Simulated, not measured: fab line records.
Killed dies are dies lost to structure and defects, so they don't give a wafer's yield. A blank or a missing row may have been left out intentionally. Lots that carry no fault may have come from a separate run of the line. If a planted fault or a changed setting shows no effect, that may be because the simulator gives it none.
fab line records	flow nand-harc	part 1 of 2: steps 1 to 26 of 37
record: lots: 5	wafers: 15	last-day: 33
route steps=1302 shown P_GATE@188 P_CONTACT@217
lots untouched by any fault: they come from a run of this same line in which no faults occurred
start-h: start of the lot's first displayed wafer, in hours after the record's first day	wait-h: how many hours have passed since the lot's step before this one	" as in the row above	L1.1+2: one row covering several wafers at once	- value missing, or start not given	* or withheld: withheld	< > ~ a bound
route shown NAME@n: names a module that has steps shown in the file, with the first one's number in the route	usual: average and standard deviation across the fault-free wafers	same: alike in all rows	chamber/n: place in a boat	sites: readings site by site	_std_site: their standard deviation	_edge_site: inner sites' mean taken away from outer sites' mean	radius-mm: how far each site lies from the wafer's centre	mask NAME#n: copy n	behind: the tool/chamber that last shaped the wafer	hold: reason for holding the lot/hours on hold/outcome of the hold	device: the n, p or np transistor that did not switch	end of line: tests of these same wafers at the route's end	a step given without rows: its recipe and nothing more	killed: dies lost to structure and defects at the first sort, not the wafer's yield	map: a wafer's dies, x killed, . not, _ none there
set.NAME: the setting the step ran with; set.NAME@STEP: the setting that earlier step ran with	model.NAME: the simulator's own value behind a step, which no gauge read
lots at some steps of the route; a table a step, a row a wafer
services: a tool's chamber out of use, with start hour (start-h, from the record's first day; less than 0 if before it), hours out, and reason
== steps ==
step: NHARC_P_GATE_IMPLANT_62
recipe: energy-kev: 20	dose-cm2: 3e+15	tilt-deg: 7
lot.wafer	tool	chamber	start-h	wait-h
L083.1+3+6	implanter-01	0	202.55	0.1
L086.3+5+6	implanter-01	0	229.28	0.2
L090.1+2+3	implanter-01	0	273.86	0.1
L091.2+4+6	implanter-02	0	281.87	0.2
L096.3+4+6	implanter-02	0	334.32	0.2
step: NHARC_P_GATE_STRIP_112
recipe: power-w: 1500	temp-c: 110	time-s: 200	chemistry: N2/H2
usual: drypump-motor-current-A: 5.63/0.16	heater-power-w: 83/5.3	temp-c: 109.99/0.13
lot.wafer	tool	chamber	start-h	wait-h	drypump-motor-current-A	heater-power-w	rf-hours-counter-h	temp-c
L083.1	plasma-asher-02	1	202.81	0.2	5.68	75	23	110.11
L083.3	"	1	"	"	5.68	76	-	109.95
L083.6	"	1	"	"	5.66	75	-	110.11
L086.3	plasma-asher-02	0	229.53	0.2	5.80	90	-	110.24
L086.6	"	0	"	"	5.79	89	-	110.11
L086.5	"	1	"	"	5.69	76	-	110.22
L090.2	plasma-asher-01	0	274.08	0.2	5.33	81	22	109.94
L090.1	"	1	"	"	5.61	84	22	110.00
L090.3	"	1	"	"	5.67	85	-	109.99
L091.2	plasma-asher-02	0	282.06	0.2	5.79	89	4	110.05
L091.4	"	1	"	"	5.72	77	-	109.96
L091.6	"	1	"	"	5.71	78	-	110.03
L096.3	plasma-asher-02	1	334.57	0.2	5.66	79	-	110.08
L096.4	"	0	"	"	5.76	88	-	110.01
L096.6	"	1	"	"	5.68	78	-	109.92
step: NHARC_P_GATE_STRIP_76
recipe: power-w: 1500	temp-c: 250	chemistry: O2
usual: drypump-motor-current-A: 5.63/0.16	heater-power-w: 309/20	temp-c: 250.00/0.18
lot.wafer	tool	chamber	start-h	wait-h	drypump-motor-current-A	heater-power-w	rf-hours-counter-h	temp-c
L083.1	plasma-asher-02	1	203.04	0.2	5.65	285	23	249.78
L083.3	"	1	"	"	5.69	282	-	249.94
L083.6	"	1	"	"	5.70	282	-	249.95
L086.3	plasma-asher-02	0	229.73	0.2	5.81	330	-	249.71
L086.6	"	0	"	"	5.80	334	-	249.48
L086.5	"	1	"	"	5.69	277	-	249.91
L090.2	plasma-asher-01	0	274.35	0.2	5.36	305	22	250.16
L090.1	"	1	"	"	5.63	307	22	249.81
L090.3	"	1	"	"	5.64	318	-	250.00
L091.2	plasma-asher-02	0	282.32	0.2	5.77	341	5	250.21
L091.4	"	1	"	"	5.69	293	-	249.61
L091.6	"	1	"	"	5.69	291	-	249.91
L096.3	plasma-asher-02	1	334.77	0.2	5.67	294	-	249.73
L096.4	"	0	"	"	5.79	339	-	250.17
L096.6	"	1	"	"	5.70	295	-	249.62
step: NHARC_P_GATE_STRIP_63
recipe: time-s: 900	temp-c: 130	chemistry: SPM
usual: temp-c: 130.01/0.14
lot.wafer	tool	chamber	start-h	wait-h	temp-c
L083.3	wet-bench-05	4	203.17	0.1	129.83
L083.1	"	6	"	"	129.87
L083.6	"	7	"	"	130.11
L086.3	wet-bench-01	0	229.89	0.1	130.10
L086.5	"	1	"	"	129.86
L086.6	"	3	"	"	130.00
L090.1	wet-bench-01	0	274.49	0.1	130.02
L090.2	"	3	"	"	129.91
L090.3	"	5	"	"	130.20
L091.4	wet-bench-05	0	282.46	0.1	130.15
L091.2	"	3	"	"	129.94
L091.6	"	4	"	"	129.99
L096.3	wet-bench-01	7	334.91	0.1	129.97
L096.6	"	2	"	"	130.01
L096.4	"	3	"	"	129.92
step: NHARC_P_GATE_DEHYDRATE_83
recipe: temp-c: 150	time-s: 120
usual: chill-plate-temp-C: 22.99/0.097
lot.wafer	tool	chamber	start-h	wait-h	chill-plate-temp-C
L083.1	litho-track-02	0	203.52	-	22.97
L083.3	"	0	"	"	23.15
L083.6	"	0	"	"	23.01
L086.3	litho-track-05	0	230.25	-	22.94
L086.5	"	0	"	"	23.07
L086.6	"	0	"	"	22.95
L090.1	litho-track-02	0	274.84	-	23.06
L090.2	"	0	"	"	23.08
L090.3	"	0	"	"	23.04
L091.2	litho-track-05	0	282.81	-	23.07
L091.4	"	0	"	"	23.05
L091.6	"	0	"	"	23.01
L096.3	litho-track-05	0	335.25	-	23.01
L096.4	"	0	"	"	22.93
L096.6	"	0	"	"	22.84
step: NHARC_P_GATE_HMDS_84
recipe: time-s: 30
usual: chill-plate-temp-C: 22.98/0.12
lot.wafer	tool	chamber	start-h	wait-h	chill-plate-temp-C
L083.1	litho-track-02	0	-	-	22.95
L083.3	"	0	"	"	22.80
L083.6	"	0	"	"	22.90
L086.3	litho-track-05	0	-	-	22.93
L086.5	"	0	"	"	22.86
L086.6	"	0	"	"	22.93
L090.1	litho-track-02	0	-	-	23.06
L090.2	"	0	"	"	22.98
L090.3	"	0	"	"	23.01
L091.2	litho-track-05	0	-	-	22.96
L091.4	"	0	"	"	22.90
L091.6	"	0	"	"	23.01
L096.3	litho-track-05	0	-	-	22.84
L096.4	"	0	"	"	22.78
L096.6	"	0	"	"	22.75
step: NHARC_P_GATE_COAT_85
recipe: spin-rpm: 3000
usual: chill-plate-temp-C: 22.98/0.1
lot.wafer	tool	chamber	start-h	wait-h	chill-plate-temp-C
L083.1	litho-track-02	0	-	-	22.96
L083.3	"	0	"	"	22.95
L083.6	"	0	"	"	23.08
L086.3	litho-track-05	0	-	-	22.92
L086.5	"	0	"	"	23.02
L086.6	"	0	"	"	22.90
L090.1	litho-track-02	0	-	-	23.11
L090.2	"	0	"	"	23.11
L090.3	"	0	"	"	23.13
L091.2	litho-track-05	0	-	-	22.84
L091.4	"	0	"	"	23.06
L091.6	"	0	"	"	22.84
L096.3	litho-track-05	0	-	-	22.94
L096.4	"	0	"	"	22.88
L096.6	"	0	"	"	22.85
step: NHARC_P_GATE_SOFTBAKE_86
recipe: temp-c: 122	time-s: 95
usual: chill-plate-temp-C: 23.01/0.1
lot.wafer	tool	chamber	start-h	wait-h	chill-plate-temp-C
L083.1	litho-track-02	0	-	-	22.89
L083.3	"	0	"	"	23.04
L083.6	"	0	"	"	22.78
L086.3	litho-track-05	0	-	-	23.01
L086.5	"	0	"	"	23.06
L086.6	"	0	"	"	23.11
L090.1	litho-track-02	0	-	-	22.84
L090.2	"	0	"	"	23.00
L090.3	"	0	"	"	22.91
L091.2	litho-track-05	0	-	-	23.06
L091.4	"	0	"	"	22.86
L091.6	"	0	"	"	22.96
L096.3	litho-track-05	0	-	-	23.06
L096.4	"	0	"	"	23.13
L096.6	"	0	"	"	22.98
step: NHARC_P_GATE_EBR_87
usual: chill-plate-temp-C: 22.99/0.11
lot.wafer	tool	chamber	start-h	wait-h	chill-plate-temp-C
L083.1	litho-track-02	0	-	-	22.84
L083.3	"	0	"	"	23.07
L083.6	"	0	"	"	23.15
L086.3	litho-track-05	0	-	-	23.05
L086.5	"	0	"	"	22.99
L086.6	"	0	"	"	23.02
L090.1	litho-track-02	0	-	-	23.07
L090.2	"	0	"	"	22.98
L090.3	"	0	"	"	23.05
L091.2	litho-track-05	0	-	-	22.83
L091.4	"	0	"	"	22.90
L091.6	"	0	"	"	22.90
L096.3	litho-track-05	0	-	-	22.94
L096.4	"	0	"	"	22.99
L096.6	"	0	"	"	23.02
step: NHARC_P_GATE_EXPOSE_88
recipe: na: 0.6	target-cd-nm: 2000	dose-mj: 11.87	mask-id: P_HVN
usual: focus-offset-nm: 0.0/0.48
lot.wafer	tool	chamber	start-h	wait-h	mask	focus-offset-nm
L083.1	krf-scanner-02	0	203.66	-	P_HVN#0	0.6
L083.3	"	0	"	"	P_HVN#0	0.5
L083.6	"	0	"	"	P_HVN#0	0.3
L086.3	krf-scanner-04	0	230.53	-	P_HVN#0	-0.1
L086.5	"	0	"	"	P_HVN#0	0.1
L086.6	"	0	"	"	P_HVN#0	0.0
L090.1	krf-scanner-02	0	274.98	-	P_HVN#0	0.2
L090.2	"	0	"	"	P_HVN#0	0.4
L090.3	"	0	"	"	P_HVN#0	0.1
L091.2	krf-scanner-02	0	282.96	-	P_HVN#0	0.3
L091.4	"	0	"	"	P_HVN#0	-0.5
L091.6	"	0	"	"	P_HVN#0	0.1
L096.3	krf-scanner-02	0	335.53	-	P_HVN#0	0.5
L096.4	"	0	"	"	P_HVN#0	0.9
L096.6	"	0	"	"	P_HVN#0	0.2
step: NHARC_P_GATE_PEB_89
recipe: peb-temp-c: 118	peb-time-s: 85
usual: chill-plate-temp-C: 23.00/0.11
same: peb-time-s: 85
lot.wafer	tool	chamber	start-h	wait-h	chill-plate-temp-C
L083.1	litho-track-02	0	203.73	0.1	23.17
L083.3	"	0	"	"	22.96
L083.6	"	0	"	"	23.01
L086.3	litho-track-07	0	230.59	0.1	22.96
L086.5	"	0	"	"	22.92
L086.6	"	0	"	"	23.04
L090.1	litho-track-07	0	275.05	0.1	23.21
L090.2	"	0	"	"	23.04
L090.3	"	0	"	"	22.86
L091.2	litho-track-02	0	283.02	0.1	22.87
L091.4	"	0	"	"	22.69
L091.6	"	0	"	"	22.71
L096.3	litho-track-02	0	335.59	0.0	22.98
L096.4	"	0	"	"	22.96
L096.6	"	0	"	"	22.97
step: NHARC_P_GATE_DEVELOP_90
recipe: time-s: 70
usual: chill-plate-temp-C: 22.98/0.098
lot.wafer	tool	chamber	start-h	wait-h	chill-plate-temp-C
L083.1	litho-track-02	0	-	-	23.11
L083.3	"	0	"	"	23.08
L083.6	"	0	"	"	22.99
L086.3	litho-track-07	0	-	-	23.06
L086.5	"	0	"	"	22.87
L086.6	"	0	"	"	23.24
L090.1	litho-track-07	0	-	-	22.83
L090.2	"	0	"	"	22.88
L090.3	"	0	"	"	22.79
L091.2	litho-track-02	0	-	-	22.90
L091.4	"	0	"	"	23.04
L091.6	"	0	"	"	22.89
L096.3	litho-track-02	0	-	-	22.97
L096.4	"	0	"	"	23.10
L096.6	"	0	"	"	23.02
step: NHARC_P_GATE_CD_MEAS_91
recipe: target-cd-nm: 2000	landing-energy-ev: 500
usual: cd-nm: 1999.1/2.3
lot.wafer	tool	chamber	start-h	wait-h	cd-nm
L083.1	cd-sem-03	0	203.82	-	1997.1
L083.3	"	0	"	"	2001.0
L083.6	"	0	"	"	2001.9
L086.3	cd-sem-02	0	230.68	-	1997.1
L086.5	"	0	"	"	2000.6
L086.6	"	0	"	"	1998.1
L090.1	cd-sem-02	0	275.14	-	1997.5
L090.2	"	0	"	"	1997.7
L090.3	"	0	"	"	2000.8
L091.2	cd-sem-01	0	283.12	-	1998.7
L091.4	"	0	"	"	1997.1
L091.6	"	0	"	"	2000.0
L096.3	cd-sem-02	0	335.68	-	1994.2
L096.4	"	0	"	"	2000.8
L096.6	"	0	"	"	1998.2
step: NHARC_P_GATE_HARDBAKE_92
recipe: temp-c: 125	time-s: 80
usual: chill-plate-temp-C: 23.03/0.11
lot.wafer	tool	chamber	start-h	wait-h	chill-plate-temp-C
L083.1	litho-track-02	0	203.90	-	23.06
L083.3	"	0	"	"	22.85
L083.6	"	0	"	"	22.90
L086.3	litho-track-07	0	230.76	-	22.85
L086.5	"	0	"	"	23.05
L086.6	"	0	"	"	23.02
L090.1	litho-track-02	0	275.22	-	23.14
L090.2	"	0	"	"	23.07
L090.3	"	0	"	"	23.11
L091.2	litho-track-05	0	283.20	-	23.17
L091.4	"	0	"	"	22.98
L091.6	"	0	"	"	23.29
L096.3	litho-track-07	0	335.76	-	23.16
L096.4	"	0	"	"	22.87
L096.6	"	0	"	"	22.92
step: NHARC_P_GATE_DESCUM_93
recipe: time-s: 3	o2-flow-sccm: 200	ar-flow-sccm: 0	bias-power-w: 0	chemistry: O2
usual: drypump-motor-current-A: 5.6/0.49	oes-product-au: 0.998/0.013	rf-vpp-V: 57.8/0.82	showerhead-plenum-p-Torr: 1.92/0.07	throttle-valve-pct: 11.311/0.0088
lot.wafer	tool	chamber	start-h	wait-h	drypump-motor-current-A	oes-product-au	rf-hours-counter-h	rf-vpp-V	showerhead-plenum-p-Torr	throttle-valve-pct
L083.1	rie-diel-07	1	203.99	-	5.1	0.986	3.9	57.6	1.89	11.317
L083.3	"	3	"	"	5.1	0.992	4.1	58.4	1.95	11.301
L083.6	"	0	"	"	5.9	0.999	-	58.9	1.99	11.298
L086.3	rie-diel-07	2	230.86	-	5.3	0.992	6.4	57.9	2.02	11.318
L086.5	"	0	"	"	5.9	1.006	-	56.3	1.98	11.322
L086.6	"	1	"	"	5.1	0.998	-	57.8	1.89	11.310
L090.1	rie-diel-05	2	275.31	-	6.1	0.981	1.6	57.3	2.01	11.319
L090.3	"	3	"	"	6.1	1.015	1.7	56.4	1.87	11.310
L090.2	"	0	"	"	6.0	1.020	1.8	57.2	1.82	11.317
L091.4	rie-diel-05	2	283.29	-	6.1	0.987	2.2	57.1	2.01	11.316
L091.2	"	0	"	"	6.0	1.025	2.8	57.4	1.82	11.318
L091.6	"	1	"	"	5.3	0.993	-	57.3	1.96	11.320
L096.3	rie-diel-07	2	335.86	-	5.2	1.023	1.1	59.3	2.01	11.303
L096.4	"	3	"	"	5.1	1.015	1.0	57.9	1.95	11.322
L096.6	"	0	"	"	5.9	0.995	-	57.0	1.98	11.305
step: NHARC_P_GATE_IMPLANT_94
recipe: energy-kev: 60	dose-cm2: 2e+15	tilt-deg: 7
lot.wafer	tool	chamber	start-h	wait-h
L083.1+3+6	implanter-01	0	204.12	0.1
L086.3+5+6	implanter-01	0	231.04	0.2
L090.1+2+3	implanter-01	0	275.45	0.1
L091.2+4+6	implanter-02	0	283.45	0.1
L096.3+4+6	implanter-02	0	336.04	0.2
step: NHARC_P_GATE_STRIP_113
recipe: power-w: 1500	temp-c: 110	time-s: 740	chemistry: N2/H2
usual: drypump-motor-current-A: 5.59/0.18	heater-power-w: 83/4.9	temp-c: 110.00/0.14
lot.wafer	tool	chamber	start-h	wait-h	drypump-motor-current-A	heater-power-w	rf-hours-counter-h	temp-c
L083.1	plasma-asher-02	1	204.60	0.4	5.67	76	24	110.11
L083.3	"	1	"	"	5.66	74	-	110.17
L083.6	"	1	"	"	5.65	75	-	110.18
L086.3	plasma-asher-02	0	231.44	0.4	5.79	91	-	110.10
L086.5	"	0	"	"	5.81	89	-	110.13
L086.6	"	1	"	"	5.67	74	-	109.92
L090.1	plasma-asher-02	1	275.67	0.2	5.68	79	3	110.19
L090.2	"	0	"	"	5.76	91	3	110.16
L090.3	"	1	"	"	5.68	78	-	110.08
L091.2	plasma-asher-02	1	283.77	0.3	5.68	78	5	110.09
L091.4	"	1	"	"	5.66	79	-	110.10
L091.6	"	0	"	"	5.78	90	-	109.95
L096.4	plasma-asher-01	0	336.44	0.3	5.32	81	-	110.02
L096.3	"	1	"	"	5.65	84	-	109.91
L096.6	"	1	"	"	5.65	85	-	109.88
step: NHARC_P_GATE_STRIP_95
recipe: power-w: 1500	temp-c: 250	chemistry: O2
usual: drypump-motor-current-A: 5.59/0.17	heater-power-w: 310/18	temp-c: 250.02/0.22
lot.wafer	tool	chamber	start-h	wait-h	drypump-motor-current-A	heater-power-w	rf-hours-counter-h	temp-c
L083.1	plasma-asher-02	1	205.33	0.6	5.69	281	25	250.08
L083.3	"	1	"	"	5.67	282	-	250.00
L083.6	"	1	"	"	5.67	282	-	249.90
L086.3	plasma-asher-02	0	231.93	0.4	5.78	334	-	249.79
L086.5	"	0	"	"	5.80	336	-	249.97
L086.6	"	1	"	"	5.67	278	-	249.84
L090.1	plasma-asher-02	1	276.38	0.6	5.68	300	3	249.56
L090.2	"	0	"	"	5.78	333	3	250.29
L090.3	"	1	"	"	5.69	296	-	249.74
L091.2	plasma-asher-02	1	284.37	0.5	5.69	294	6	250.19
L091.4	"	1	"	"	5.69	288	-	250.35
L091.6	"	0	"	"	5.75	341	-	249.65
L096.4	plasma-asher-01	0	336.93	0.4	5.33	305	-	249.55
L096.3	"	1	"	"	5.62	328	-	249.96
L096.6	"	1	"	"	5.67	313	-	250.05
step: NHARC_P_GATE_STRIP_96
recipe: time-s: 900	temp-c: 130	chemistry: SPM
usual: temp-c: 130.01/0.14
lot.wafer	tool	chamber	start-h	wait-h	temp-c
L083.3	wet-bench-05	2	205.54	0.2	129.72
L083.1	"	4	"	"	129.92
L083.6	"	7	"	"	130.00
L086.6	wet-bench-01	4	232.14	0.2	130.14
L086.5	"	6	"	"	129.95
L086.3	"	0	"	"	129.95
L090.1	wet-bench-01	4	276.61	0.2	129.95
L090.2	"	5	"	"	129.70
L090.3	"	7	"	"	130.39
L091.2	wet-bench-05	2	284.59	0.2	129.99
L091.4	"	4	"	"	130.09
L091.6	"	5	"	"	130.31
L096.6	wet-bench-01	0	337.13	0.2	129.89
L096.3	"	2	"	"	129.85
L096.4	"	4	"	"	130.03
step: NHARC_P_GATE_RTA_64
recipe: temp-c: 1050	time-s: 1
usual: lamp-power-pct: 30.7/0.52	lamp_zone_2_pct: 30.7/0.52	wafer_temp_C_max: 1055.4/1.2
lot.wafer	tool	chamber	start-h	wait-h	lamp-power-pct	lamp_zone_2_pct	wafer_temp_C_max
L083.1	rtp-anneal-01	0	205.90	-	30.0	30.0	1056.9
L083.3	"	0	"	"	30.0	30.0	1055.2
L083.6	"	0	"	"	29.9	30.0	1056.9
L086.3	rtp-anneal-01	0	232.58	-	30.0	30.0	1055.5
L086.5	"	0	"	"	30.0	30.0	1057.4
L086.6	"	0	"	"	30.0	30.0	1057.3
L090.1	rtp-anneal-01	0	276.95	-	30.0	30.0	1057.3
L090.2	"	0	"	"	30.0	30.0	1056.9
L090.3	"	0	"	"	30.0	30.0	1056.1
L091.2	rtp-anneal-01	0	284.95	-	30.0	30.0	1054.4
L091.4	"	0	"	"	30.0	30.1	1056.4
L091.6	"	0	"	"	30.0	30.0	1056.3
L096.3	rtp-anneal-02	0	337.53	-	31.0	31.0	1055.7
L096.4	"	0	"	"	31.1	31.0	1055.1
L096.6	"	0	"	"	31.0	31.1	1056.3
step: NHARC_P_GATE_ETCH_77
recipe: target-depth-a: 60	chemistry: dHF	material: SiO2
lot.wafer	tool	chamber	start-h	wait-h
L083.3+1+6	wet-bench-01	3,4,7	206.10	0.1
L086.6+5+3	wet-bench-01	5,6,1	232.74	0.0
L090.1+2+3	wet-bench-05	1,2,3	277.15	0.2
L091.2+6+4	wet-bench-05	3,4,6	285.13	0.2
L096.3+6+4	wet-bench-05	1,2,4	337.67	0.1
step: NHARC_P_GATE_DEGAS_109
recipe: temp-c: 300	time-s: 60
usual: heater-power-w: 456/37
lot.wafer	tool	chamber	start-h	wait-h	heater-power-w
L083.1	pvd-sputter-01	-	206.24	0.1	435
L083.3	"	-	"	"	428
L083.6	"	-	"	"	419
L086.3	pvd-sputter-02	-	232.87	0.1	464
L086.6	"	-	"	"	472
L086.5	"	-	"	"	454
L090.2	pvd-sputter-02	-	277.25	0.1	431
L090.1	"	-	"	"	529
L090.3	"	-	"	"	465
L091.4	pvd-sputter-01	-	285.23	0.1	418
L091.2	"	-	"	"	446
L091.6	"	-	"	"	430
L096.4	pvd-sputter-01	-	337.77	0.1	426
L096.3	"	-	"	"	452
L096.6	"	-	"	"	411
step: NHARC_P_GATE_PRE_CLEAN_110
recipe: time-s: 30	bias-v: 200	gas: Ar
lot.wafer	tool	chamber	start-h	wait-h
L083.1+3+6	pvd-sputter-01	-	-	-
L086.3+6+5	pvd-sputter-02	-	-	-
L090.3+1+2	pvd-sputter-02	-	-	-
L091.2+4+6	pvd-sputter-01	-	-	-
L096.4+3+6	pvd-sputter-01	-	-	-
step: NHARC_P_GATE_SPUTTER_78
recipe: target-thk-a: 100	material: Ni
lot.wafer	tool	chamber	start-h	wait-h
L083.1+3+6	pvd-sputter-01	-	-	-
L086.3+5+6	pvd-sputter-02	-	-	-
L090.2+3+1	pvd-sputter-02	-	-	-
L091.4+2+6	pvd-sputter-01	-	-	-
L096.3+4+6	pvd-sputter-01	-	-	-
step: NHARC_P_GATE_SPUTTER_79
recipe: target-thk-a: 100	material: TiN
lot.wafer	tool	chamber	start-h	wait-h
L083.1+3+6	pvd-sputter-01	-	-	-
L086.3+5+6	pvd-sputter-02	-	-	-
L090.2+1+3	pvd-sputter-02	-	-	-
L091.2+4+6	pvd-sputter-01	-	-	-
L096.4+3+6	pvd-sputter-01	-	-	-
step: NHARC_P_GATE_RTA_80
recipe: temp-c: 300	time-s: 30
usual: wafer_temp_C_max: 301.6/0.31
lot.wafer	tool	chamber	start-h	wait-h	wafer_temp_C_max
L083.1	rtp-anneal-02	0	206.53	-	301.4
L083.3	"	0	"	"	301.3
L083.6	"	0	"	"	301.0
L086.3	rtp-anneal-02	0	233.21	-	301.5
L086.5	"	0	"	"	301.7
L086.6	"	0	"	"	301.1
L090.1	rtp-anneal-01	0	277.54	-	301.7
L090.2	"	0	"	"	301.3
L090.3	"	0	"	"	302.2
L091.2	rtp-anneal-02	0	285.57	-	301.3
L091.4	"	0	"	"	301.8
L091.6	"	0	"	"	301.5
L096.3	rtp-anneal-01	0	338.15	-	302.0
L096.4	"	0	"	"	301.3
L096.6	"	0	"	"	301.5
